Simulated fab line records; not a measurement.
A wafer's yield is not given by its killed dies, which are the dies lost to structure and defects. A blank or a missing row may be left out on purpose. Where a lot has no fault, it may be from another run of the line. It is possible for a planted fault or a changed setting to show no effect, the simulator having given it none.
fab line records ; flow n5-finfet
record lots=14; wafers=40; last-day=18
route steps=1938 shown BEOL_M7@1318 BEOL_M8@1349
lots untouched by any fault: they come from a run of this same line in which no faults occurred
start-h: hours from the record's opening day to when the first of the lot's shown wafers began ; wait-h: hours from the lot's prior step to this one ; " identical to the entry in the row above ; L1.1+2: a row that stands for several wafers ; - value missing, or start not given ; * or withheld: withheld ; < > ~ a bound
route shown NAME@n: NAME is a module with steps in the file, n the number in the route of the first one ; usual: average and standard deviation across the fault-free wafers ; same: alike in all rows ; chamber/n: place in a boat ; sites: per-site readings ; _std_site: standard deviation across them ; _edge_site: mean of outer sites minus mean of inner sites ; radius-mm: for every site, how far away it sits from the centre of the wafer ; mask NAME#n: copy n ; behind: tool/chamber where the wafer was last shaped ; hold: the reason the lot was held/the length of the hold in hours/how it ended ; device: names the non-switching transistor (n, p or np) ; end of line: at the end of the route, the tests of the same wafers ; step lacking rows: just its recipe ; killed: the dies lost at the first sort to structure and to defects; this is not the yield of the wafer ; map: shows each die of a wafer: x if killed, . if not, _ if none is there
set.NAME: the setting the step ran with; set.NAME@STEP: the setting that earlier step ran with ; model.NAME: the simulator's own value behind a step, which no gauge read
a sample of lots followed through the steps of the route, with each step as a table and each wafer as a row
services: a tool's chamber out of use, with start hour (start-h, from the record's first day; less than 0 if before it), hours out, and reason
## steps
# step N5_BEOL_M7_DEGAS_44
# recipe ambient=vacuum; temp-c=250; time-s=60
# usual heater-power-w=333/26; susceptor-temp-C=250.00/0.17
lot.wafer;tool;chamber;start-h;wait-h;heater-power-w;susceptor-temp-C
L281.1;pvd-sputter-01;-;194.99;0.5;302;250.19
L281.3;pvd-sputter-01;-;194.99;0.5;331;249.97
L282.1;pvd-sputter-03;-;200.29;1.5;313;249.76
L282.2;pvd-sputter-03;-;200.29;1.5;353;249.76
L282.5;pvd-sputter-03;-;200.29;1.5;383;250.00
L284.1;pvd-sputter-02;-;204.88;0.4;356;250.23
L284.2;pvd-sputter-02;-;204.88;0.4;316;250.23
L284.5;pvd-sputter-02;-;204.88;0.4;369;250.19
L283.1;pvd-sputter-02;-;205.20;0.4;364;250.03
L283.2;pvd-sputter-02;-;205.20;0.4;317;250.02
L283.5;pvd-sputter-02;-;205.20;0.4;306;250.16
L285.1;pvd-sputter-02;-;216.07;0.7;312;249.76
L285.3;pvd-sputter-02;-;216.07;0.7;360;249.87
L285.6;pvd-sputter-02;-;216.07;0.7;313;249.86
L293.1;pvd-sputter-03;-;274.91;0.4;307;250.03
L293.2;pvd-sputter-03;-;274.91;0.4;395;249.83
L293.6;pvd-sputter-03;-;274.91;0.4;341;249.99
L296.1;pvd-sputter-01;-;280.17;0.3;326;250.08
L296.5;pvd-sputter-01;-;280.17;0.3;312;249.98
L296.6;pvd-sputter-01;-;280.17;0.3;323;249.87
L294.4;pvd-sputter-01;-;280.35;0.2;310;249.81
L294.5;pvd-sputter-01;-;280.35;0.2;317;250.33
L294.6;pvd-sputter-01;-;280.35;0.2;339;250.24
L298.2;pvd-sputter-01;-;295.53;0.2;315;250.06
L298.4;pvd-sputter-01;-;295.53;0.2;313;250.07
L297.1;pvd-sputter-03;-;312.86;0.4;347;250.05
L297.2;pvd-sputter-03;-;312.86;0.4;310;249.96
L297.5;pvd-sputter-03;-;312.86;0.4;393;249.88
L299.1;pvd-sputter-01;-;324.80;0.3;327;249.84
L299.2;pvd-sputter-01;-;324.80;0.3;314;250.26
L299.6;pvd-sputter-01;-;324.80;0.3;305;250.12
L300.3;pvd-sputter-02;-;341.90;0.3;326;250.16
L300.5;pvd-sputter-02;-;341.90;0.3;361;249.71
L300.6;pvd-sputter-02;-;341.90;0.3;326;250.04
L303.2;pvd-sputter-02;-;344.02;1.7;322;249.83
L303.5;pvd-sputter-02;-;344.02;1.7;309;250.10
L303.6;pvd-sputter-02;-;344.02;1.7;311;249.84
L301.1;pvd-sputter-01;-;345.50;0.6;320;249.96
L301.4;pvd-sputter-01;-;345.50;0.6;307;250.07
L301.5;pvd-sputter-01;-;345.50;0.6;325;249.84
# step N5_BEOL_M7_PRE_CLEAN_45
# recipe gas=H2/He; time-s=30; temp-c=250
# usual heater-power-w=332/27; susceptor-temp-C=250.02/0.18
lot.wafer;tool;chamber;start-h;wait-h;heater-power-w;susceptor-temp-C
L281.1;pvd-sputter-01;-;195.03;0.0;309;250.24
L281.3;pvd-sputter-01;-;195.03;0.0;331;249.77
L282.1;pvd-sputter-03;-;200.33;0.0;310;250.15
L282.2;pvd-sputter-03;-;200.33;0.0;348;250.06
L282.5;pvd-sputter-03;-;200.33;0.0;383;249.89
L284.1;pvd-sputter-02;-;204.92;0.0;367;250.12
L284.2;pvd-sputter-02;-;204.92;0.0;317;250.24
L284.5;pvd-sputter-02;-;204.92;0.0;359;250.06
L283.1;pvd-sputter-02;-;205.24;0.0;362;250.20
L283.2;pvd-sputter-02;-;205.24;0.0;311;250.07
L283.5;pvd-sputter-02;-;205.24;0.0;303;250.03
L285.1;pvd-sputter-02;-;216.11;0.0;307;250.11
L285.3;pvd-sputter-02;-;216.11;0.0;354;249.72
L285.6;pvd-sputter-02;-;216.11;0.0;310;250.24
L293.1;pvd-sputter-03;-;274.95;0.0;304;250.03
L293.2;pvd-sputter-03;-;274.95;0.0;397;249.83
L293.6;pvd-sputter-03;-;274.95;0.0;353;249.88
L296.1;pvd-sputter-01;-;280.21;0.0;314;249.94
L296.5;pvd-sputter-01;-;280.21;0.0;307;250.15
L296.6;pvd-sputter-01;-;280.21;0.0;313;249.98
L294.4;pvd-sputter-01;-;280.39;0.0;308;250.04
L294.5;pvd-sputter-01;-;280.39;0.0;298;249.89
L294.6;pvd-sputter-01;-;280.39;0.0;324;249.99
L298.2;pvd-sputter-01;-;295.57;0.0;311;249.76
L298.4;pvd-sputter-01;-;295.57;0.0;320;250.01
L297.1;pvd-sputter-03;-;312.90;0.0;340;250.01
L297.2;pvd-sputter-03;-;312.90;0.0;309;250.40
L297.5;pvd-sputter-03;-;312.90;0.0;398;249.96
L299.1;pvd-sputter-01;-;324.84;0.0;329;250.22
L299.2;pvd-sputter-01;-;324.84;0.0;315;250.05
L299.6;pvd-sputter-01;-;324.84;0.0;310;249.83
L300.3;pvd-sputter-02;-;341.94;0.0;311;250.16
L300.5;pvd-sputter-02;-;341.94;0.0;363;249.96
L300.6;pvd-sputter-02;-;341.94;0.0;330;249.63
L303.2;pvd-sputter-02;-;344.06;0.0;324;250.00
L303.5;pvd-sputter-02;-;344.06;0.0;325;250.08
L303.6;pvd-sputter-02;-;344.06;0.0;313;249.95
L301.1;pvd-sputter-01;-;345.55;0.0;323;250.31
L301.4;pvd-sputter-01;-;345.55;0.0;307;249.88
L301.5;pvd-sputter-01;-;345.55;0.0;321;249.98
# step N5_BEOL_M7_SURFACE_TREAT_79
# recipe gas=Ar; time-s=*; ion-energy-ev=*; ion-current-ma-cm2=0.5; pressure-mtorr=*; ar-flow-sccm=30
# usual throttle-valve-pct=*
lot.wafer;tool;chamber;start-h;wait-h;throttle-valve-pct
L281.1;pvd-sputter-02;-;195.43;0.2;*
L281.3;pvd-sputter-02;-;195.43;0.2;*
L282.1;pvd-sputter-02;-;200.84;0.2;*
L282.2;pvd-sputter-02;-;200.84;0.2;*
L282.5;pvd-sputter-02;-;200.84;0.2;*
L284.1;pvd-sputter-02;-;205.32;0.2;*
L284.2;pvd-sputter-02;-;205.32;0.2;*
L284.5;pvd-sputter-02;-;205.32;0.2;*
L283.1;pvd-sputter-03;-;205.73;0.3;*
L283.2;pvd-sputter-03;-;205.73;0.3;*
L283.5;pvd-sputter-03;-;205.73;0.3;*
L285.1;pvd-sputter-02;-;216.49;0.2;*
L285.3;pvd-sputter-02;-;216.49;0.2;*
L285.6;pvd-sputter-02;-;216.49;0.2;*
L293.1;pvd-sputter-01;-;278.06;2.9;*
L293.2;pvd-sputter-01;-;278.06;2.9;*
L293.6;pvd-sputter-01;-;278.06;2.9;*
L296.1;pvd-sputter-01;-;280.82;0.3;*
L296.5;pvd-sputter-01;-;280.82;0.3;*
L296.6;pvd-sputter-01;-;280.82;0.3;*
L294.4;pvd-sputter-01;-;280.86;0.3;*
L294.5;pvd-sputter-01;-;280.86;0.3;*
L294.6;pvd-sputter-01;-;280.86;0.3;*
L298.2;pvd-sputter-01;-;295.94;0.2;*
L298.4;pvd-sputter-01;-;295.94;0.2;*
L297.1;pvd-sputter-03;-;313.36;0.2;*
L297.2;pvd-sputter-03;-;313.36;0.2;*
L297.5;pvd-sputter-03;-;313.36;0.2;*
L299.1;pvd-sputter-01;-;325.18;0.2;*
L299.2;pvd-sputter-01;-;325.18;0.2;*
L299.6;pvd-sputter-01;-;325.18;0.2;*
L300.3;pvd-sputter-01;-;342.76;0.6;*
L300.5;pvd-sputter-01;-;342.76;0.6;*
L300.6;pvd-sputter-01;-;342.76;0.6;*
L303.2;pvd-sputter-01;-;344.92;0.4;*
L303.5;pvd-sputter-01;-;344.92;0.4;*
L303.6;pvd-sputter-01;-;344.92;0.4;*
L301.1;pvd-sputter-01;-;345.97;0.2;*
L301.4;pvd-sputter-01;-;345.97;0.2;*
L301.5;pvd-sputter-01;-;345.97;0.2;*
# step N5_BEOL_M8_ETCH_61
# recipe chemistry=CF4; target=SiARC; target-depth-a=455; mask-material=CAR-ArF; time-s=75.8; ion-energy-ev=80; pressure-mtorr=40; source-w=545; bias-w=36; Ar_flow_sccm=100; cf4-flow-sccm=100; ends=cleared
# usual bias-w=36.00/0.12; cf4-flow-sccm=100.0/0.31; drypump-motor-current-A=5.8/0.39; etch-rf-on-time-s=76.4/1.8; oes-product-au=0.68/0.081; rf-vpp-V=184.4/1.2; showerhead-plenum-p-Torr=2.17/0.085; throttle-valve-pct=15.61/0.27
lot.wafer;tool;chamber;start-h;wait-h;bias-w;cf4-flow-sccm;drypump-motor-current-A;etch-rf-on-time-s;oes-product-au;rf-hours-counter-h;rf-vpp-V;showerhead-plenum-p-Torr;throttle-valve-pct
L281.1;rie-diel-01;0;198.62;0.0;36.14;100.3;5.2;77.1;0.67;108;185.4;2.24;15.60
L281.3;rie-diel-01;1;198.62;0.0;36.17;100.0;6.1;74.4;0.75;46;186.0;2.17;15.30
L282.1;rie-diel-05;2;205.24;0.0;36.27;100.1;6.2;77.0;0.62;181;185.1;2.21;15.82
L282.2;rie-diel-05;0;205.24;0.0;35.69;100.5;6.1;74.3;0.60;244;182.8;2.03;15.62
L282.5;rie-diel-05;1;205.24;0.0;35.92;100.2;5.5;79.0;0.57;-;183.9;2.11;15.90
L284.1;rie-diel-05;1;209.86;0.0;-;-;-;-;-;-;-;-;-
L284.2;rie-diel-05;0;209.86;0.0;-;-;-;-;-;-;-;-;-
L284.5;rie-diel-05;0;209.86;0.0;-;-;-;-;-;-;-;-;-
L283.1;rie-diel-05;2;210.18;0.0;-;-;-;-;-;-;-;-;-
L283.2;rie-diel-05;1;210.18;0.0;-;-;-;-;-;-;-;-;-
L283.5;rie-diel-05;3;210.18;0.0;-;-;-;-;-;-;-;-;-
L285.1;rie-diel-05;3;222.03;0.0;36.24;99.9;6.1;74.5;0.61;217;183.4;2.03;15.67
L285.3;rie-diel-05;1;222.03;0.0;35.92;100.9;5.5;79.6;0.56;245;182.9;2.11;15.88
L285.6;rie-diel-05;1;222.03;0.0;35.77;100.2;5.5;80.1;0.57;-;183.3;2.11;15.89
L293.1;rie-diel-01;0;280.72;0.0;35.82;100.1;5.1;78.7;0.64;135;185.1;2.23;15.64
L293.2;rie-diel-01;2;280.72;0.0;35.98;100.1;5.5;76.6;0.72;78;185.1;2.16;15.43
L293.6;rie-diel-01;3;280.72;0.0;36.04;100.4;5.7;76.8;0.73;-;185.7;2.28;15.92
L296.1;rie-diel-05;2;285.45;0.0;36.12;99.5;6.1;76.5;0.60;216;185.0;2.20;15.87
L296.5;rie-diel-05;2;285.45;0.0;36.03;100.1;6.1;76.4;0.61;-;185.4;2.20;15.89
L296.6;rie-diel-05;1;285.45;0.0;36.11;100.1;5.5;75.3;0.79;-;182.9;2.11;15.41
L294.4;rie-diel-05;0;285.71;0.0;36.05;99.9;6.1;72.7;0.78;20;185.9;2.27;15.16
L294.5;rie-diel-05;3;285.71;0.0;36.04;100.0;6.1;75.0;0.60;-;182.1;2.02;15.73
L294.6;rie-diel-05;2;285.71;0.0;35.90;100.3;6.1;76.6;0.61;-;185.5;2.20;15.87
L298.2;rie-diel-05;0;299.56;0.0;35.82;99.8;6.1;73.0;0.77;25;185.7;2.27;15.18
L298.4;rie-diel-05;3;299.56;0.0;35.95;100.1;6.1;74.0;0.60;250;181.8;2.02;15.74
L297.1;rie-diel-03;1;316.60;0.0;35.99;100.0;6.1;78.3;0.76;37;183.8;2.10;15.09
L297.2;rie-diel-03;3;316.60;0.0;36.10;99.8;5.1;79.7;0.57;242;183.5;2.03;16.04
L297.5;rie-diel-03;1;316.60;0.0;36.02;100.1;6.1;78.5;0.75;-;183.3;2.10;15.09
L299.1;rie-diel-01;1;330.54;0.0;36.04;100.1;6.1;75.3;0.70;90;186.0;2.15;15.38
L299.2;rie-diel-01;2;330.54;0.0;36.25;100.4;5.5;77.2;0.69;95;185.2;2.15;15.49
L299.6;rie-diel-01;3;330.54;0.0;35.95;100.0;5.7;77.2;0.71;-;185.0;2.28;15.96
L300.3;rie-diel-05;0;346.65;0.0;35.87;99.8;6.1;73.3;0.74;45;186.3;2.26;15.22
L300.5;rie-diel-05;3;346.65;0.0;36.10;100.1;6.1;74.6;0.84;-;184.5;2.27;15.28
L300.6;rie-diel-05;0;346.65;0.0;35.83;99.6;6.1;73.6;0.74;-;184.9;2.26;15.24
L303.2;rie-diel-01;1;349.68;0.0;35.85;99.7;6.1;74.9;0.70;97;185.1;2.15;15.40
L303.5;rie-diel-01;1;349.68;0.0;35.88;99.5;6.1;75.4;0.69;-;185.0;2.15;15.40
L303.6;rie-diel-01;2;349.68;0.0;36.15;99.8;5.5;76.5;0.69;-;184.7;2.15;15.51
L301.1;rie-diel-03;1;349.91;0.0;35.96;99.9;6.1;76.3;0.75;48;184.2;2.09;15.11
L301.4;rie-diel-03;0;349.91;0.0;35.79;100.5;6.2;74.8;0.82;5;184.0;2.20;15.48
L301.5;rie-diel-03;0;349.91;0.0;35.90;100.5;6.2;75.0;0.81;-;184.9;2.20;15.47
# step N5_BEOL_M8_ETCH_62
# recipe chemistry=N2/H2; target=SOC; target-depth-a=1100; overetch-a=220; mask-material=SiARC; temp-c=40; time-s=165; ion-energy-ev=200; pressure-mtorr=30; source-w=840; bias-w=150; n2-flow-sccm=200; h2-flow-sccm=200
# usual bias-w=150.0/0.46; chamber-pressure-mTorr=29.998/0.028; drypump-motor-current-A=5.8/0.39; n2-flow-sccm=199.9/0.54; oes-product-au=0.68/0.076; rf-vpp-V=524.8/2.9; showerhead-plenum-p-Torr=2.57/0.11; throttle-valve-pct=17.78/0.24
lot.wafer;tool;chamber;start-h;wait-h;bias-w;chamber-pressure-mTorr;drypump-motor-current-A;n2-flow-sccm;oes-product-au;rf-hours-counter-h;rf-vpp-V;showerhead-plenum-p-Torr;throttle-valve-pct
L281.1;rie-diel-01;0;198.68;0.0;150.2;30.035;5.2;200.2;0.66;108;527.3;2.66;17.75
L281.3;rie-diel-01;1;198.68;0.0;150.0;30.023;6.1;200.4;0.74;46;527.0;2.59;17.60
L282.1;rie-diel-05;2;205.30;0.0;151.0;30.029;6.1;200.0;0.62;181;525.8;2.63;18.00
L282.2;rie-diel-05;0;205.30;0.0;150.4;29.923;6.1;199.9;0.59;244;519.0;2.40;17.80
L282.5;rie-diel-05;1;205.30;0.0;149.8;30.047;5.5;200.1;0.58;-;522.9;2.49;17.91
L284.1;rie-diel-05;1;209.91;0.0;149.8;29.997;5.5;200.1;0.25;239;522.7;2.48;17.86
L284.2;rie-diel-05;0;209.91;0.0;149.2;30.025;6.1;199.5;0.26;246;519.1;2.39;17.76
L284.5;rie-diel-05;0;209.91;0.0;150.4;30.024;6.1;200.0;0.26;-;520.8;2.39;17.74
L283.1;rie-diel-05;2;210.24;0.0;149.7;30.036;6.2;199.4;0.28;183;527.0;2.63;17.93
L283.2;rie-diel-05;1;210.24;0.0;150.3;29.997;5.5;200.4;0.25;239;521.4;2.49;17.86
L283.5;rie-diel-05;3;210.24;0.0;149.3;30.003;6.1;200.1;0.27;-;519.8;2.40;17.72
L285.1;rie-diel-05;3;222.09;0.0;150.2;30.008;6.1;200.2;0.60;217;521.2;2.40;17.76
L285.3;rie-diel-05;1;222.09;0.0;150.9;30.001;5.5;200.4;0.57;245;524.1;2.48;17.92
L285.6;rie-diel-05;1;222.09;0.0;150.4;30.011;5.5;200.3;0.58;-;522.6;2.48;17.93
L293.1;rie-diel-01;0;280.78;0.0;149.8;29.998;5.1;199.4;0.64;135;527.9;2.65;17.79
L293.2;rie-diel-01;2;280.78;0.0;149.9;29.969;5.5;199.8;0.71;78;524.9;2.58;17.73
L293.6;rie-diel-01;3;280.78;0.0;149.9;29.977;5.7;200.4;0.74;-;529.5;2.70;18.12
L296.1;rie-diel-05;2;285.50;0.0;150.2;29.988;6.1;199.9;0.60;216;525.9;2.62;18.07
L296.5;rie-diel-05;2;285.50;0.0;150.4;29.982;6.1;201.0;0.60;-;528.4;2.62;18.06
L296.6;rie-diel-05;1;285.50;0.0;151.0;30.006;5.5;199.5;0.79;-;522.7;2.48;17.45
L294.4;rie-diel-05;0;285.76;0.0;150.5;29.978;6.1;199.8;0.76;20;528.2;2.70;17.41
L294.5;rie-diel-05;3;285.76;0.0;149.8;30.001;6.1;200.3;0.59;-;518.8;2.39;17.82
L294.6;rie-diel-05;2;285.76;0.0;149.7;30.017;6.1;200.2;0.60;-;526.0;2.62;18.06
L298.2;rie-diel-05;0;299.62;0.0;150.1;30.022;6.1;200.9;0.75;25;527.6;2.70;17.41
L298.4;rie-diel-05;3;299.62;0.0;149.6;29.973;6.1;198.7;0.59;250;518.6;2.39;17.85
L297.1;rie-diel-03;1;316.69;0.1;149.5;29.966;6.1;200.4;0.77;37;522.4;2.49;17.33
L297.2;rie-diel-03;3;316.69;0.1;150.8;30.003;5.2;199.1;0.59;242;520.5;2.39;18.07
L297.5;rie-diel-03;1;316.69;0.1;148.9;30.022;6.1;199.7;0.76;-;522.0;2.49;17.34
L299.1;rie-diel-01;1;330.59;0.0;149.9;30.004;6.1;199.4;0.69;90;523.9;2.57;17.69
L299.2;rie-diel-01;2;330.59;0.0;150.4;30.012;5.5;200.4;0.69;95;524.9;2.57;17.74
L299.6;rie-diel-01;3;330.59;0.0;150.0;30.024;5.6;200.7;0.71;-;528.5;2.70;18.13
L300.3;rie-diel-05;0;346.71;0.0;149.6;30.004;6.1;200.3;0.72;45;526.5;2.69;17.46
L300.5;rie-diel-05;3;346.71;0.0;150.3;29.964;6.1;199.3;0.81;-;526.8;2.70;17.44
L300.6;rie-diel-05;0;346.71;0.0;149.7;30.018;6.1;199.8;0.73;-;527.7;2.69;17.45
L303.2;rie-diel-01;1;349.73;0.0;150.2;30.028;6.1;199.6;0.68;97;524.0;2.57;17.70
L303.5;rie-diel-01;1;349.73;0.0;149.2;29.957;6.1;199.4;0.68;-;524.3;2.57;17.69
L303.6;rie-diel-01;2;349.73;0.0;150.0;30.078;5.6;199.3;0.68;-;524.5;2.57;17.76
L301.1;rie-diel-03;1;349.96;0.0;149.8;29.968;6.1;200.5;0.74;48;522.9;2.48;17.34
L301.4;rie-diel-03;0;349.96;0.0;149.9;30.042;6.2;200.0;0.80;5;526.7;2.60;17.62
L301.5;rie-diel-03;0;349.96;0.0;149.9;30.008;6.2;201.0;0.80;-;524.5;2.60;17.62
# step N5_BEOL_M8_HM_OPEN_17
# recipe chemistry=Cl2/BCl3; target-depth-a=200; overetch-a=60; target=TiN; mask-material=SOC; ion-energy-ev=150; pressure-mtorr=10; icp-w=1000; bias-w=126; Cl2_flow_sccm=53.25; bcl3-flow-sccm=21.75; Ar_flow_sccm=25
# usual drypump-motor-current-A=6.05/0.27; mfc-cl2-sccm=53.27/0.17; oes_ar_750_au=0.80/0.11; oes-product-au=0.69/0.092; throttle-valve-pct=21.99/0.17
lot.wafer;tool;chamber;start-h;wait-h;drypump-motor-current-A;mfc-cl2-sccm;oes_ar_750_au;oes-product-au;rf-hours-counter-h;throttle-valve-pct
L281.1;rie-metal-02;0;198.86;0.0;5.66;53.53;0.92;0.78;10;22.07
L281.3;rie-metal-02;0;198.86;0.0;5.63;53.39;0.93;0.78;-;22.08
L282.1;rie-metal-03;0;205.48;0.0;5.85;53.27;0.84;0.72;25;22.28
L282.2;rie-metal-03;1;205.48;0.0;5.93;53.32;0.95;0.78;2;21.94
L282.5;rie-metal-03;1;205.48;0.0;5.91;53.23;0.95;0.80;-;21.93
L284.1;rie-metal-02;1;210.10;0.0;6.24;53.23;0.65;0.25;95;22.55
L284.2;rie-metal-02;0;210.10;0.0;5.66;53.16;0.92;0.33;11;22.75
L284.5;rie-metal-02;1;210.10;0.0;6.24;53.22;0.64;0.25;-;22.55
L283.1;rie-metal-02;0;210.42;0.0;5.64;53.32;0.92;0.34;12;22.76
L283.2;rie-metal-02;1;210.42;0.0;6.31;53.31;0.65;0.25;95;22.56
L283.5;rie-metal-02;0;210.42;0.0;5.62;53.43;0.92;0.34;-;22.75
L285.1;rie-metal-01;0;222.28;0.0;5.95;53.34;0.91;0.81;4;22.01
L285.3;rie-metal-01;0;222.28;0.0;5.92;53.30;0.91;0.81;-;22.03
L285.6;rie-metal-01;0;222.28;0.0;5.94;53.08;0.90;0.82;-;22.01
L293.1;rie-metal-01;1;280.96;0.0;6.42;53.48;0.67;0.59;67;21.89
L293.2;rie-metal-01;0;280.96;0.0;5.92;53.56;0.87;0.77;9;22.04
L293.6;rie-metal-01;1;280.96;0.0;6.36;53.28;0.68;0.59;-;21.89
L296.1;rie-metal-01;0;285.69;0.0;5.93;53.35;0.87;0.77;10;22.08
L296.5;rie-metal-01;0;285.69;0.0;5.93;53.59;0.88;0.77;-;22.05
L296.6;rie-metal-01;1;285.69;0.0;6.40;53.56;0.68;0.59;-;21.87
L294.4;rie-metal-01;0;285.99;0.1;5.94;53.18;0.87;0.78;-;22.03
L294.5;rie-metal-01;0;285.99;0.1;5.94;53.32;0.87;0.77;-;22.02
L294.6;rie-metal-01;1;285.99;0.1;6.38;53.46;0.68;0.60;-;21.88
L298.2;rie-metal-03;1;299.80;0.0;5.97;53.10;0.88;0.74;10;21.97
L298.4;rie-metal-03;1;299.80;0.0;5.96;52.97;0.88;0.74;-;21.97
L297.1;rie-metal-03;0;316.96;0.0;5.87;53.46;0.80;0.68;36;22.32
L297.2;rie-metal-03;1;316.96;0.0;5.93;53.39;0.86;0.73;12;21.96
L297.5;rie-metal-03;1;316.96;0.0;5.92;53.10;0.87;0.73;-;21.96
L299.1;rie-metal-02;1;330.78;0.0;6.28;53.12;0.63;0.55;106;21.94
L299.2;rie-metal-02;0;330.78;0.0;5.62;53.05;0.87;0.73;22;22.14
L299.6;rie-metal-02;1;330.78;0.0;6.29;52.99;0.63;0.55;-;21.94
L300.3;rie-metal-02;0;346.93;0.1;5.66;53.13;0.87;0.73;-;22.12
L300.5;rie-metal-02;1;346.93;0.1;6.27;53.35;0.63;0.54;-;21.94
L300.6;rie-metal-02;0;346.93;0.1;5.64;53.14;0.87;0.72;-;22.14
L303.2;rie-metal-01;1;349.92;0.0;6.36;53.03;0.67;0.59;73;21.89
L303.5;rie-metal-01;1;349.92;0.0;6.37;53.35;0.67;0.59;-;21.88
L303.6;rie-metal-01;0;349.92;0.0;5.94;53.03;0.85;0.76;-;22.04
L301.1;rie-metal-02;1;350.15;0.0;6.32;53.36;0.63;0.55;108;21.92
L301.4;rie-metal-02;1;350.15;0.0;6.33;53.53;0.62;0.55;-;21.93
L301.5;rie-metal-02;0;350.15;0.0;5.62;53.46;0.86;0.73;-;22.11
# step N5_BEOL_M8_CD_MEAS_18
# recipe pitch-nm=80; target-cd-nm=40
# usual cd-nm=40.0/0.71
lot.wafer;tool;chamber;start-h;wait-h;cd-nm
L281.1;cd-sem-03;-;199.06;0.1;40.4
L281.3;cd-sem-03;-;199.06;0.1;39.7
L282.1;cd-sem-01;-;205.73;0.0;41.2
L282.2;cd-sem-01;-;205.73;0.0;39.5
L282.5;cd-sem-01;-;205.73;0.0;41.1
L284.1;cd-sem-01;-;210.31;0.0;-
L284.2;cd-sem-01;-;210.31;0.0;-
L284.5;cd-sem-01;-;210.31;0.0;-
L283.1;cd-sem-02;-;210.69;0.0;-
L283.2;cd-sem-02;-;210.69;0.0;-
L283.5;cd-sem-02;-;210.69;0.0;-
L285.1;cd-sem-03;-;222.46;0.0;40.4
L285.3;cd-sem-03;-;222.46;0.0;39.6
L285.6;cd-sem-03;-;222.46;0.0;40.2
L293.1;cd-sem-01;-;281.15;0.0;41.3
L293.2;cd-sem-01;-;281.15;0.0;40.9
L293.6;cd-sem-01;-;281.15;0.0;41.1
L296.1;cd-sem-01;-;285.87;0.0;39.7
L296.5;cd-sem-01;-;285.87;0.0;39.6
L296.6;cd-sem-01;-;285.87;0.0;39.9
L294.4;cd-sem-01;-;286.14;0.1;40.0
L294.5;cd-sem-01;-;286.14;0.1;40.3
L294.6;cd-sem-01;-;286.14;0.1;39.1
L298.2;cd-sem-01;-;300.08;0.1;40.3
L298.4;cd-sem-01;-;300.08;0.1;39.6
L297.1;cd-sem-01;-;317.14;0.0;39.9
L297.2;cd-sem-01;-;317.14;0.0;40.2
L297.5;cd-sem-01;-;317.14;0.0;39.6
L299.1;cd-sem-02;-;330.96;0.0;39.7
L299.2;cd-sem-02;-;330.96;0.0;39.1
L299.6;cd-sem-02;-;330.96;0.0;40.2
L300.3;cd-sem-02;-;347.08;0.1;40.4
L300.5;cd-sem-02;-;347.08;0.1;39.9
L300.6;cd-sem-02;-;347.08;0.1;40.1
L303.2;cd-sem-03;-;350.10;0.1;40.2
L303.5;cd-sem-03;-;350.10;0.1;40.1
L303.6;cd-sem-03;-;350.10;0.1;40.0
L301.1;cd-sem-01;-;350.34;0.0;40.0
L301.4;cd-sem-01;-;350.34;0.0;40.1
L301.5;cd-sem-01;-;350.34;0.0;39.1
## services
tool;chamber;start-h;hours;kind
rie-diel-05;0;175.21;1.2;repair
rie-metal-01;-;179.36;0.6;repair
rie-diel-01;-;216.73;1.2;repair
rie-diel-05;0;218.65;-;clean
rie-diel-05;0;218.65;-;consumable-replace:focus-ring
rie-diel-05;0;218.65;-;consumable-replace:showerhead
rie-metal-02;-;221.84;2.8;pm
rie-metal-03;-;230.33;0.4;repair
rie-diel-05;1;237.91;6.5;repair
rie-diel-05;1;244.59;-;clean
rie-diel-05;1;244.59;-;consumable-replace:focus-ring
rie-diel-05;1;244.59;22.0;scheduled-down
rie-diel-05;1;244.59;22.0;vent-cycle
rie-diel-03;0;258.93;7.9;repair
rie-diel-03;1;266.71;8.6;repair
pvd-sputter-02;-;269.38;29.2;repair
rie-diel-03;1;289.50;8.2;repair
rie-diel-05;3;299.94;-;clean
rie-diel-05;3;299.94;-;consumable-replace:focus-ring
rie-diel-05;3;299.94;-;consumable-replace:showerhead
rie-diel-05;1;308.63;4.9;repair
rie-diel-03;2;309.62;9.7;repair
rie-metal-02;-;314.27;1.4;pm
rie-diel-05;1;329.31;1.2;repair
## key
first-sign step=N5_BEOL_M8_ETCH_61; reading=tool-record; direction=missing
effect step=N5_BEOL_M8_ETCH_62; reading=oes-product-au; direction=down; sigmas=5.5; usual=0.68; struck=0.26
effect step=N5_BEOL_M8_HM_OPEN_17; reading=oes-product-au; direction=down; sigmas=4.3; usual=0.69; struck=0.29
effect step=N5_BEOL_M8_CD_MEAS_18; reading=cd-nm; direction=missing
met-at N5_BEOL_M8_ETCH_61
struck-lots L283,L284
later-rows-left-out L283.1,L283.2,L283.5,L284.1,L284.2,L284.5
sort-left-out L283.1,L283.2,L283.5,L284.1,L284.2,L284.5
not-acting-at N5_BEOL_M7_DEGAS_44,N5_BEOL_M7_PRE_CLEAN_45,N5_BEOL_M7_SURFACE_TREAT_79
onset-between 205.24 209.86
fault kind=skipped-step-whole; tool=rie-diel-05; chamber=-; onset-h=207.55; steps=N5_BEOL_M8_ETCH_61; scope=struck-lots-only
# sort-left-out: the simulated sort isn't trusted on such a fault, so these wafers' sort isn't shown, and their yield isn't known
# later-rows-left-out: the simulator's readings of these wafers behind a module that went badly wrong aren't trusted and aren't shown, but for the sort
